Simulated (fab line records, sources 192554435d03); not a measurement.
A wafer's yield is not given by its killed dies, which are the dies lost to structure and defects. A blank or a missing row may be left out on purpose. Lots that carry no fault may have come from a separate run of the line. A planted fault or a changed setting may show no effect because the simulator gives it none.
fab line records	flow n5_finfet
record: lots: 6	wafers: 18	last_day: 18
route steps=1938 shown ZERO_LAYER@12 WELL_APT@20 BEOL_M4@1111 PASSIVATION@1936
lots with no fault: from the same line, run without faults
start_h: hours from the record's opening day to when the first of the lot's shown wafers began	wait_h: hours from the lot's prior step to this one	" identical to the entry in the row above	L1.1+2: several wafers, shown together as one row	- no value present, or no start provided	* or withheld: withheld	< > ~ a bound
route shown NAME@n: a module of which the file shows steps, and the number in the route of the first	usual: mean/standard deviation taken from wafers without a fault	same: alike in all rows	chamber/n: place in a boat	sites: readings site by site	_std_site: standard deviation across them	_edge_site: outer sites' mean less inner sites'	radius_mm: how far each site lies from the wafer's centre	mask NAME#n: copy n	behind: the last tool/chamber to shape the wafer	hold: cause of the lot's hold/its duration in hours/its outcome	device: whichever transistor did not switch (one of n, p or np)	end of line: at the end of the route, the tests of the same wafers	a step without rows: its recipe alone	killed: the dies lost at the first sort to structure and to defects; this is not the yield of the wafer	map: per-die view of a wafer (x killed, . not killed, _ where there is no die)
set.NAME: the setting as run; set.NAME@STEP: as run at that earlier step	model.NAME: the simulator's own value behind a step, which no gauge read
certain route steps with their lots: each step a table, each wafer a row
services: the hour from which a tool's chamber was out of use, counted from the record's first day as start_h (under 0 if before that day), plus the number of hours and why
== steps ==
step: N5_ZERO_LAYER_HARDBAKE_23
recipe: temp_c: 130	time_s: 120
step: N5_ZERO_LAYER_CD_MEAS_11
recipe: target_cd_nm: 2000	landing_energy_ev: 500	detector: se_inlens
usual: cd_nm: 2001.2/1.9
lot.wafer	tool	chamber	start_h	wait_h	cd_nm
L121.1	cd_sem-02	0	24.77	-	2001.4
L121.4	"	0	"	"	2002.4
L121.6	"	0	"	"	2001.0
L125.2	cd_sem-02	0	48.67	-	2000.3
L125.5	"	0	"	"	2001.4
L125.6	"	0	"	"	2002.5
L126.2	cd_sem-03	0	54.77	-	2000.4
L126.3	"	0	"	"	1999.8
L126.5	"	0	"	"	1998.1
L137.1	cd_sem-03	0	120.77	-	2001.6
L137.4	"	0	"	"	2000.1
L137.5	"	0	"	"	2004.5
L139.1	cd_sem-03	0	132.77	-	2000.2
L139.2	"	0	"	"	2000.6
L139.4	"	0	"	"	1998.7
L142.2	cd_sem-01	0	150.79	-	2004.3
L142.5	"	0	"	"	2000.2
L142.6	"	0	"	"	1999.1
step: N5_ZERO_LAYER_DESCUM_16
recipe: chemistry: O2	time_s: 7.9	source_power_w: 50	bias_power_w: 20	pressure_mtorr: 20	rf_frequency_hz: 2.712e+07	temp_c: 40	o2_flow_sccm: 225
usual: drypump_motor_current_A: 5.8/0.33	oes_product_au: 0.76/0.086	rf_vpp_V: 243.5/1.3	showerhead_plenum_p_Torr: 2.11/0.073	throttle_valve_pct: 20.51/0.22
lot.wafer	tool	chamber	start_h	wait_h	drypump_motor_current_A	oes_product_au	rf_hours_counter_h	rf_vpp_V	showerhead_plenum_p_Torr	throttle_valve_pct
L121.1	rie_diel-02	1	24.80	0.0	5.7	0.69	220	243.0	2.14	20.31
L121.4	"	2	"	"	6.2	0.71	171	243.7	2.08	20.23
L121.6	"	1	"	"	5.7	0.68	-	243.5	2.14	20.31
L125.2	rie_diel-02	3	48.78	0.1	6.2	0.68	248	242.0	1.98	20.72
L125.5	"	1	"	"	5.7	0.68	-	243.9	2.13	20.32
L125.6	"	2	"	"	6.2	0.70	-	243.4	2.08	20.26
L126.2	rie_diel-02	1	54.80	0.0	5.7	0.68	232	244.3	2.13	20.34
L126.3	"	3	"	"	6.3	0.68	250	242.1	1.98	20.72
L126.5	"	0	"	"	5.4	0.78	-	243.9	2.18	20.78
L137.1	rie_diel-01	3	120.80	0.0	5.8	0.88	38	243.6	2.12	20.36
L137.4	"	1	"	"	5.8	0.70	231	243.9	2.17	20.95
L137.5	"	1	"	"	5.8	0.71	-	244.2	2.17	20.94
L139.1	rie_diel-01	1	132.80	0.0	5.8	0.70	234	244.0	2.17	20.96
L139.2	"	0	"	"	6.3	0.88	36	244.2	2.12	20.48
L139.4	"	2	"	"	5.9	0.70	240	241.3	1.97	20.63
L142.2	rie_diel-02	2	150.83	0.0	6.1	0.70	205	243.4	2.07	20.30
L142.5	"	0	"	"	5.5	0.77	-	243.5	2.17	20.84
L142.6	"	3	"	"	6.3	0.93	-	246.0	2.24	20.39
step: N5_ZERO_LAYER_ETCH_17
recipe: chemistry: CF4	target: SiO2	target_depth_a: 120	time_s: 13.3	ion_energy_ev: 350	pressure_mtorr: 40	source_w: 450	bias_w: 215	Ar_flow_sccm: 100	cf4_flow_sccm: 100
usual: drypump_motor_current_A: 5.8/0.33	oes_product_au: 0.75/0.09	rf_vpp_V: 950/4.4	showerhead_plenum_p_Torr: 2.17/0.072	throttle_valve_pct: 15.78/0.19
lot.wafer	tool	chamber	start_h	wait_h	drypump_motor_current_A	oes_product_au	rf_hours_counter_h	rf_vpp_V	showerhead_plenum_p_Torr	throttle_valve_pct
L121.1	rie_diel-02	1	24.84	0.0	5.7	0.68	220	952	2.21	15.80
L121.4	"	2	"	"	6.2	0.71	171	949	2.14	15.58
L121.6	"	1	"	"	5.7	0.68	-	952	2.21	15.78
L125.2	rie_diel-02	3	48.81	0.0	6.3	0.68	248	940	2.02	15.87
L125.5	"	1	"	"	5.7	0.67	-	953	2.21	15.79
L125.6	"	2	"	"	6.1	0.69	-	948	2.13	15.57
L126.2	rie_diel-02	1	54.84	0.0	5.7	0.67	232	953	2.21	15.82
L126.3	"	3	"	"	6.2	0.68	250	942	2.02	15.86
L126.5	"	0	"	"	5.5	0.76	-	955	2.23	15.99
L137.1	rie_diel-01	3	120.84	0.0	5.8	0.89	38	952	2.18	15.67
L137.4	"	1	"	"	5.8	0.70	231	952	2.21	16.08
L137.5	"	1	"	"	5.8	0.70	-	953	2.21	16.07
L139.1	rie_diel-01	1	132.84	0.0	5.8	0.70	234	951	2.21	16.08
L139.2	"	0	"	"	6.3	0.88	36	950	2.19	15.79
L139.4	"	2	"	"	5.9	0.70	240	943	2.02	15.91
L142.2	rie_diel-02	2	150.86	0.0	6.2	0.69	205	947	2.13	15.63
L142.5	"	0	"	"	5.5	0.75	-	953	2.22	16.05
L142.6	"	3	"	"	6.3	0.95	-	957	2.26	15.41
step: N5_ZERO_LAYER_ETCH_18
recipe: chemistry: HBr/Cl2	target: Si	target_depth_a: 1200	time_s: 40	pressure_mtorr: 10	icp_w: 800	bias_w: 75	HBr_flow_sccm: 150	Cl2_flow_sccm: 80
usual: drypump_motor_current_A: 5.9/0.35	oes_product_au: 1.000/0.016	throttle_valve_pct: 36.36/0.3
lot.wafer	tool	chamber	start_h	wait_h	drypump_motor_current_A	oes_product_au	rf_hours_counter_h	throttle_valve_pct
L121.1	rie_si-02	2	24.91	0.0	5.7	0.989	106	36.44
L121.4	"	0	"	"	5.8	1.012	87	36.06
L121.6	"	2	"	"	5.7	0.986	-	36.43
L125.2	rie_si-02	1	48.89	0.0	6.0	0.980	181	36.46
L125.5	"	1	"	"	6.0	0.982	-	36.47
L125.6	"	0	"	"	5.8	1.011	-	36.06
L126.2	rie_si-01	1	54.91	0.0	6.6	0.998	68	37.00
L126.3	"	2	"	"	5.2	0.992	7	36.54
L126.5	"	2	"	"	5.2	0.986	-	36.56
L137.1	rie_si-02	3	120.91	0.0	6.0	1.002	6	36.62
L137.4	"	0	"	"	5.8	1.021	89	36.05
L137.5	"	3	"	"	6.0	1.006	-	36.61
L139.1	rie_si-02	1	132.91	0.0	6.0	0.984	183	36.44
L139.2	"	3	"	"	5.9	1.015	6	36.62
L139.4	"	0	"	"	5.8	1.014	89	36.05
L142.2	rie_si-06	2	150.93	0.0	5.8	0.981	90	36.30
L142.5	"	0	"	"	5.6	1.021	-	36.18
L142.6	"	1	"	"	6.1	1.001	-	36.45
step: N5_ZERO_LAYER_STRIP_24
recipe: chemistry: O2	power_w: 1000	temp_c: 250	overash_fraction: 0.3	pressure_mtorr: 1000	o2_flow_sccm: 6750
usual: drypump_motor_current_A: 6.38/0.079	heater_power_w: 321/16	oes_product_au: 0.647/0.0046	strip_time_to_endpoint_s: 43.89/0.081
lot.wafer	tool	chamber	start_h	wait_h	drypump_motor_current_A	heater_power_w	oes_product_au	rf_hours_counter_h	strip_time_to_endpoint_s
L121.1	plasma_asher-02	1	25.02	0.1	6.44	344	0.643	34	43.84
L121.4	"	1	"	"	6.44	352	0.645	-	43.80
L121.6	"	0	"	"	6.25	319	0.639	-	43.81
L125.2	plasma_asher-02	0	48.99	0.1	6.25	322	0.646	39	43.91
L125.5	"	1	"	"	6.43	349	0.641	-	44.02
L125.6	"	0	"	"	6.25	319	0.654	-	43.98
L126.2	plasma_asher-01	0	55.03	0.1	6.43	302	0.637	70	43.82
L126.3	"	1	"	"	6.40	314	0.649	-	43.92
L126.5	"	1	"	"	6.38	320	0.647	-	43.92
L137.1	plasma_asher-02	1	121.02	0.1	6.45	350	0.647	53	43.97
L137.4	"	1	"	"	6.43	344	0.647	-	43.94
L137.5	"	0	"	"	6.25	325	0.647	-	44.03
L139.1	plasma_asher-01	1	133.02	0.1	6.39	316	0.653	84	44.00
L139.2	"	0	"	"	6.44	300	0.645	84	43.94
L139.4	"	1	"	"	6.39	312	0.651	-	44.03
L142.2	plasma_asher-01	1	151.04	0.1	6.43	309	0.638	86	43.86
L142.5	"	1	"	"	6.40	312	0.636	-	43.96
L142.6	"	0	"	"	6.45	299	0.652	-	43.84
step: N5_ZERO_LAYER_STRIP_19
recipe: chemistry: SPM	time_s: 900	temp_c: 130	h2so4_h2o2_vol_ratio: 4	dry: ipa_marangoni
step: N5_ZERO_LAYER_INSPECT_20
recipe: inspect_instrument: darkfield	mode: post_clean
usual: raw_defect_count: 37/15
lot.wafer	tool	chamber	start_h	wait_h	raw_defect_count
L121.1	defect_inspect-01	-	25.38	0.0	61
L121.4	"	-	"	"	90
L121.6	"	-	"	"	44
L125.2	defect_inspect-02	-	49.35	0.0	25
L125.5	"	-	"	"	34
L125.6	"	-	"	"	54
L126.2	defect_inspect-02	-	55.41	0.0	20
L126.3	"	-	"	"	24
L126.5	"	-	"	"	8
L137.1	defect_inspect-02	-	121.38	0.0	55
L137.4	"	-	"	"	55
L137.5	"	-	"	"	45
L139.1	defect_inspect-01	-	133.38	0.0	25
L139.2	"	-	"	"	43
L139.4	"	-	"	"	32
L142.2	defect_inspect-01	-	151.40	0.0	22
L142.5	"	-	"	"	16
L142.6	"	-	"	"	26
step: N5_WELL_APT_HMDS_01
recipe: time_s: 60	temp_c: 120
step: N5_WELL_APT_COAT_02
recipe: spin_rpm: 1357	resist_thk_nm: 950
step: N5_WELL_APT_EBR_04
recipe: solvent: PGMEA	ebr_width_mm: 1.5
step: N5_WELL_APT_SOFTBAKE_03
recipe: temp_c: 130	time_s: 60
step: N5_WELL_APT_EXPOSE_05
recipe: mask_id: NWELL	na: 0.8	source_shape: conventional	sigma_outer: 0.8	polarization: unpolarized	defocus_nm: 0	target_cd_nm: 200	dose_mj: 20.3
usual: exposure_dose_mJ_cm2: 20.289/0.022
lot.wafer	tool	chamber	start_h	wait_h	mask	exposure_dose_mJ_cm2	model.WELL_APT.overlay_x_nm
L121.1	krf_scanner-01	0	25.63	-	NWELL#0	20.323	-0.7991
L121.4	"	0	"	"	NWELL#0	20.263	-0.7991
L121.6	"	0	"	"	NWELL#0	20.301	-0.7991
L125.2	krf_scanner-01	0	49.62	-	NWELL#0	20.293	2.926
L125.5	"	0	"	"	NWELL#0	20.304	2.926
L125.6	"	0	"	"	NWELL#0	20.301	2.926
L126.2	krf_scanner-02	0	55.67	-	NWELL#0	20.285	-3.667
L126.3	"	0	"	"	NWELL#0	20.300	-3.667
L126.5	"	0	"	"	NWELL#0	20.282	-3.667
L137.1	krf_scanner-01	0	121.64	-	NWELL#0	20.296	29.31
L137.4	"	0	"	"	NWELL#0	20.306	29.31
L137.5	"	0	"	"	NWELL#0	20.310	29.31
L139.1	krf_scanner-01	0	133.63	-	NWELL#0	20.308	29.41
L139.2	"	0	"	"	NWELL#0	20.299	29.41
L139.4	"	0	"	"	NWELL#0	20.324	29.41
L142.2	krf_scanner-02	0	151.54	-	NWELL#0	20.255	2.88
L142.5	"	0	"	"	NWELL#0	20.260	2.88
L142.6	"	0	"	"	NWELL#0	20.280	2.88
step: N5_WELL_APT_PEB_06
recipe: peb_temp_c: 130	peb_time_s: 90
step: N5_WELL_APT_DEVELOP_07
recipe: develop_time_s: 45	rinse_liquid: surfactant_rinse	dry: air_spin	dev_temp_c: 21
step: N5_WELL_APT_HARDBAKE_12
recipe: temp_c: 130	time_s: 120
step: N5_WELL_APT_CD_MEAS_08
recipe: target_cd_nm: 200	landing_energy_ev: 500	detector: se_inlens
usual: cd_nm: 200.0/1.5
lot.wafer	tool	chamber	start_h	wait_h	cd_nm
L121.1	cd_sem-01	0	25.81	-	200.5
L121.4	"	0	"	"	201.8
L121.6	"	0	"	"	203.2
L125.2	cd_sem-02	0	49.78	-	197.6
L125.5	"	0	"	"	200.1
L125.6	"	0	"	"	197.9
L126.2	cd_sem-02	0	55.84	-	199.1
L126.3	"	0	"	"	201.3
L126.5	"	0	"	"	199.7
L137.1	cd_sem-02	0	121.81	-	198.1
L137.4	"	0	"	"	196.7
L137.5	"	0	"	"	200.1
L139.1	cd_sem-03	0	133.81	-	199.5
L139.2	"	0	"	"	198.7
L139.4	"	0	"	"	196.0
L142.2	cd_sem-03	0	151.71	-	201.5
L142.5	"	0	"	"	201.0
L142.6	"	0	"	"	200.7
step: N5_WELL_APT_OVL_MEAS_09
recipe: points_per_wafer: 44
usual: NWELL_OVL: 1/5
same: points_per_wafer: 44
lot.wafer	tool	chamber	start_h	wait_h	NWELL_OVL[nm]
L121.1	overlay-02	0	25.84	0.0	-6
L121.4	"	0	"	"	0
L121.6	"	0	"	"	-8
L125.2	overlay-02	0	49.81	0.0	6
L125.5	"	0	"	"	16
L125.6	"	0	"	"	4
L126.2	overlay-02	0	55.87	0.0	-2
L126.3	"	0	"	"	-7
L126.5	"	0	"	"	-3
L137.1	overlay-02	0	121.84	0.0	31
L137.4	"	0	"	"	34
L137.5	"	0	"	"	30
L139.1	overlay-02	0	133.84	0.0	29
L139.2	"	0	"	"	32
L139.4	"	0	"	"	29
L142.2	overlay-02	0	151.74	0.0	-1
L142.5	"	0	"	"	6
L142.6	"	0	"	"	5
step: N5_WELL_APT_INSPECT_10
recipe: mode: adi	inspect_instrument: macro
usual: raw_defect_count: 1.7/1.4
lot.wafer	tool	chamber	start_h	wait_h	raw_defect_count
L121.1	defect_inspect-02	-	25.86	0.0	3
L121.4	"	-	"	"	3
L121.6	"	-	"	"	0
L125.2	defect_inspect-01	-	49.84	0.0	3
L125.5	"	-	"	"	0
L125.6	"	-	"	"	2
L126.2	defect_inspect-02	-	55.89	0.0	2
L126.3	"	-	"	"	0
L126.5	"	-	"	"	3
L137.1	defect_inspect-01	-	121.87	0.0	3
L137.4	"	-	"	"	1
L137.5	"	-	"	"	5
L139.1	defect_inspect-01	-	133.86	0.0	3
L139.2	"	-	"	"	1
L139.4	"	-	"	"	0
L142.2	defect_inspect-01	-	151.76	0.0	0
L142.5	"	-	"	"	3
L142.6	"	-	"	"	0
step: N5_BEOL_M4_RC_MEAS_101
usual: DIBL_N: 36.0/2.2	DIBL_P: 36.2/2.4	IOFF_N: 0.16/0.035	IOFF_P: 0.21/0.037	ION_N: 672/13	ION_P: 461/7	SS_N: 71.4/0.69	SS_P: 73.2/0.75	VT_N: 250/3.4	VT_P: -251/3
lot.wafer	tool	chamber	start_h	wait_h	DIBL_N[mV/V]	DIBL_P[mV/V]	IOFF_N[nA/um]	IOFF_P[nA/um]	ION_N[uA/um]	ION_P[uA/um]	SS_N[mV/dec]	SS_P[mV/dec]	VT_N[mV]	VT_P[mV]
L121.1	prober-01	0	202.39	0.0	38.2	37.7	0.19	0.24	680	462	71.8	74.0	246	-247
L121.4	"	0	"	"	36.0	35.7	0.15	0.21	675	462	71.6	73.1	248	-253
L121.6	"	0	"	"	35.5	33.4	0.13	0.17	665	453	71.6	72.9	251	-254
L125.2	prober-01	0	235.24	0.2	34.4	35.1	0.12	0.18	659	460	70.6	72.7	252	-253
L125.5	"	0	"	"	33.4	33.9	0.11	0.16	656	456	70.9	71.4	255	-252
L125.6	"	0	"	"	34.6	34.9	0.13	0.18	675	465	70.5	72.5	251	-252
L126.2	prober-02	0	235.85	0.2	37.9	39.0	0.19	0.27	677	463	71.8	74.1	246	-249
L126.3	"	0	"	"	34.0	33.4	0.13	0.17	679	462	69.7	72.4	249	-250
L126.5	"	0	"	"	38.6	39.8	0.23	0.29	692	477	71.1	74.2	241	-245
L137.1	prober-01	0	304.60	0.0	34.6	33.0	0.12	0.17	667	457	70.9	73.0	254	-252
L137.4	"	0	"	"	38.7	38.7	0.21	0.26	688	470	71.4	74.3	244	-249
L137.5	"	0	"	"	36.1	36.4	0.15	0.22	680	468	70.7	73.1	249	-249
L139.1	prober-01	0	315.90	0.0	33.5	32.5	0.11	0.14	662	454	70.8	72.1	252	-257
L139.2	"	0	"	"	39.2	39.1	0.21	0.23	693	468	72.4	73.8	244	-250
L139.4	"	0	"	"	36.1	35.8	0.15	0.18	680	461	70.4	72.9	246	-253
L142.2	prober-01	0	341.25	0.2	38.0	36.8	0.19	0.22	691	470	71.4	73.7	244	-248
L142.5	"	0	"	"	38.4	37.7	0.18	0.24	679	466	71.6	73.9	247	-250
L142.6	"	0	"	"	39.5	40.4	0.24	0.29	702	484	72.3	74.4	245	-247
step: N5_PASSIVATION_PROBE_49
usual: defect_limited_yield: 91.2/1.4	killed_at_M0_to_M3: 34/9.4	killed_at_M4_up: 14/5.6	killed_at_contacts: 13/7.8	killed_at_front_end: 37/10	killed_at_other: 4/3.3	killed_dies: 103/17	killed_open: 68/13	killed_short: 33/8.2	sort_bin_5_function: 5.1/0.92	sort_bin_6_memory: 3.3/0.71	sort_n_pass: 1077/17	sort_yield_pct: 91.2/1.4
same: gross_dies: 1180	killed_at_back_side: 0	sort_bin_4_leakage[%]: 0	sort_bin_8_speed[%]: 0
lot.wafer	tool	chamber	start_h	wait_h	defect_limited_yield[%]	killed_at_M0_to_M3	killed_at_M4_up	killed_at_contacts	killed_at_front_end	killed_at_other	killed_dies	killed_open	killed_short	sort_bin_5_function[%]	sort_bin_6_memory[%]	sort_n_pass	sort_yield_pct[%]
L139.2	prober-01	-	435.01	0.1	93.6	17	10	4	36	9	76	51	22	3.9	2.0	1104	93.6
killed by level:class
L139.2 PAD_METAL:geometric_particle:open=7 BEOL_M4:geometric_particle:open=6 FIN_SAQP:geometric_particle:open=5 BEOL_M0_SAQP:geometric_particle:short=5 STARTING-WAFER:geometric_particle:short=5 STI_FIN_REVEAL:geometric_particle:open=4 GATE_CUT:geometric_particle:short=4 BEOL_M3:geometric_particle:open=4
== services ==
tool	chamber	start_h	hours	kind
krf_scanner-02	-	11.85	3.6	pm
plasma_asher-01	-	17.63	1.3	repair
rie_si-01	2	19.84	3.1	repair
rie_si-06	2	21.16	1.9	repair
krf_scanner-02	-	22.74	3.8	repair
plasma_asher-01	-	50.63	0.7	repair
rie_diel-02	3	58.21	-	clean
rie_diel-02	3	58.21	-	consumable_replace:focus_ring
rie_diel-02	3	58.21	-	consumable_replace:showerhead
rie_diel-02	3	58.21	20.1	scheduled_down
rie_diel-02	3	58.21	20.1	vent_cycle
krf_scanner-02	-	66.75	0.6	repair
krf_scanner-01	-	69.29	1.3	pm
krf_scanner-01	-	70.86	0.8	pm
krf_scanner-01	-	75.13	0.3	repair
rie_diel-01	3	78.87	5.7	repair
rie_si-06	3	101.43	2.5	repair
krf_scanner-02	-	103.76	1.0	pm
plasma_asher-01	-	116.91	6.5	repair
krf_scanner-02	-	117.37	2.0	repair
rie_si-01	2	120.73	1.2	repair
rie_si-06	2	122.13	6.5	repair
krf_scanner-01	-	139.36	0.1	repair
rie_diel-01	3	144.44	4.0	repair
== key ==
first_sign: step: N5_WELL_APT_OVL_MEAS_09	reading: NWELL_OVL	direction: up	sigmas: 6	usual: 1	struck: 31
effect none on later readings
model_effect: step: N5_WELL_APT_EXPOSE_05	value: WELL_APT.overlay_x_nm	without: 2.045	struck: 29.36
met_at N5_WELL_APT_EXPOSE_05
struck_wafers L137.1,L137.4,L137.5,L139.1,L139.2,L139.4
onset_between 49.62 121.64
also_fits N5_ZERO_LAYER_DESCUM_16:rie_diel-01,N5_ZERO_LAYER_ETCH_17:rie_diel-01,N5_ZERO_LAYER_ETCH_18:rie_si-02
fault: kind: scanner_matching_overlay	tool: krf_scanner-01	chamber: -	onset_h: 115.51	steps: N5_WELL_APT_EXPOSE_05	offset: 27.316
